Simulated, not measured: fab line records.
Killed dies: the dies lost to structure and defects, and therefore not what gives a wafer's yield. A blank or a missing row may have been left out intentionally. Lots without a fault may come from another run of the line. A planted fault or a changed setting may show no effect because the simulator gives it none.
Which tool did it? | flow n5-finfet | 35 wafers from 12 lots sampled at 3 of the route's 1938 steps

## WHAT THE GAUGES READ, wafer by wafer
N5_MIM_BOT_LITHO_CD_MEAS_08: the cd target is 3000 nm. Usual: cd-nm reads 3000.9 nm (standard deviation 1.9).
lot  | measured     | on        | cd-nm (nm)           | flag
L411 | day 11 08:11 | cd-sem-01 | 3000.5 3000.4 2999.8 |
L412 | day 11 07:52 | cd-sem-01 | 3004.9 3001.4 3003.5 |
L413 | day 12 01:28 | cd-sem-01 | 3005.1 3000.8 3004.4 |
L414 | day 12 11:11 | cd-sem-02 | 3000.3 3002.1        |
L416 | day 13 01:40 | cd-sem-02 | 3002.3 3001.0 3001.7 |
L419 | day 13 07:58 | cd-sem-03 | 3003.0 3003.9 3002.0 |
L420 | day 13 18:46 | cd-sem-03 | 3003.1 3002.3 3002.2 |
L423 | day 14 11:17 | cd-sem-01 | 3001.9 3000.4 2999.7 |
L430 | day 16 06:46 | cd-sem-02 | 2997.2 2996.8 2997.2 |
L432 | day 16 21:26 | cd-sem-01 | 3002.6 2999.7 3002.4 |
L433 | day 17 02:22 | cd-sem-03 | 3001.4 3000.8 2999.9 |
L434 | day 17 11:28 | cd-sem-01 | 3000.2 2999.7 2999.2 |

## WHICH TOOL RAN EACH LOT (tool, then ch and the chambers of the sampled wafers, then the start)
lot  | N5_MOL_CONTACT_COAG_PRECLEAN_125    | N5_MIM_TOP_ETCH_STRIP_01
L411 | wet-bench-03 ch 0,3,5, day 4 22:24  | rie-diel-01 ch 1,2,3, day 11 07:38
L412 | wet-bench-03 ch 0,3,5, day 5 00:25  | rie-diel-04 ch 1,2, day 11 07:26
L413 | wet-bench-03 ch 0,1,2, day 5 17:11  | rie-diel-03 ch 0,2,3, day 12 01:02
L414 | wet-bench-06 ch 1,4, day 5 21:46    | rie-diel-03 ch 1,2, day 12 10:44
L416 | wet-bench-03 ch 1,2,3, day 6 12:12  | rie-diel-03 ch 2,3, day 13 01:08
L419 | wet-bench-03 ch 0,2,4, day 6 21:18  | rie-diel-03 ch 1,2,3, day 13 07:26
L420 | wet-bench-03 ch 4,5,7, day 7 06:01  | rie-diel-04 ch 0,1,3, day 13 18:13
L423 | wet-bench-02 ch 4,6,7, day 8 02:44  | rie-diel-04 ch 1,3, day 14 10:44
L430 | wet-bench-06 ch 0,5,6, day 9 21:02  | rie-diel-01 ch 1,3, day 16 06:20
L432 | wet-bench-02 ch 1,4,6, day 10 04:45 | rie-diel-01 ch 1,2,3, day 16 20:52
L433 | wet-bench-02 ch 0,1,3, day 10 10:08 | rie-diel-01 ch 0,2,3, day 17 01:57
L434 | wet-bench-06 ch 1,2,5, day 10 13:58 | rie-diel-04 ch 1,3, day 17 11:03
- N5_MOL_CONTACT_COAG_PRECLEAN_125: cleans in DIW, time 57.5 s.
- N5_MIM_TOP_ETCH_STRIP_01: strips in O2.

## AS READ BY THE TOOLS THEMSELVES (means over the sampled wafers that have a number; for cases with no such wafer, the mark the record gives instead)
N5_MIM_TOP_ETCH_STRIP_01. Usual: drypump-motor-current-A 5.7 A, standard deviation 0.42; oes-product-au 0.76 a.u., standard deviation 0.098; rf-vpp-V 3.6 V, standard deviation 1.4; showerhead-plenum-p-Torr 2.09 Torr, standard deviation 0.066; throttle-valve-pct 16.80 %, standard deviation 0.25.
lot  | tool        | drypump-motor-current-A (A) | oes-product-au (a.u.) | rf-vpp-V (V) | showerhead-plenum-p-Torr (Torr) | throttle-valve-pct (%) | flag
L411 | rie-diel-01 | 6.0                         | 0.76                  | 3.7          | 2.07                            | 16.66                  |
L412 | rie-diel-04 | 6.0                         | 0.86                  | 3.4          | 2.09                            | 16.43                  |
L413 | rie-diel-03 | 5.5                         | 0.73                  | 4.4          | 2.12                            | 16.98                  |
L414 | rie-diel-03 | 5.6                         | 0.71                  | 5.2          | 2.04                            | 16.94                  |
L416 | rie-diel-03 | 5.4                         | 0.71                  | 3.5          | 2.06                            | 17.00                  |
L419 | rie-diel-03 | 5.5                         | 0.70                  | 5.5          | 2.09                            | 17.01                  |
L420 | rie-diel-04 | 5.6                         | 0.86                  | 4.0          | 2.04                            | 16.76                  |
L423 | rie-diel-04 | 6.0                         | 0.92                  | 3.7          | 2.05                            | 16.55                  |
L430 | rie-diel-01 | 5.9                         | 0.73                  | 3.7          | 2.03                            | 16.70                  |
L432 | rie-diel-01 | 6.0                         | 0.71                  | 3.5          | 2.06                            | 16.72                  |
L433 | rie-diel-01 | 5.7                         | 0.75                  | 3.7          | 2.07                            | 16.89                  |
L434 | rie-diel-04 | 6.1                         | 0.87                  | 3.6          | 2.04                            | 16.62                  |

## THE ANSWER, worked out from the rows above alone
Rule: a lot is off if the mean of its wafers that have a number lies more than 3 standard deviations from the usual mean. Also off: a lot with no number at a reading for which 4 or more lots have one. The other lots that the step has rows for count as sound. The gauges are gone through in route order, then the tools' own readings, and for those a lot's mean is taken as printed above. At the first step where some lot is off, the reading lying furthest off is the one used; lots without a number count as furthest.
No lot is off at any reading shown: from this, nothing can be told.

## WHAT THE SIMULATOR HAD INSERTED
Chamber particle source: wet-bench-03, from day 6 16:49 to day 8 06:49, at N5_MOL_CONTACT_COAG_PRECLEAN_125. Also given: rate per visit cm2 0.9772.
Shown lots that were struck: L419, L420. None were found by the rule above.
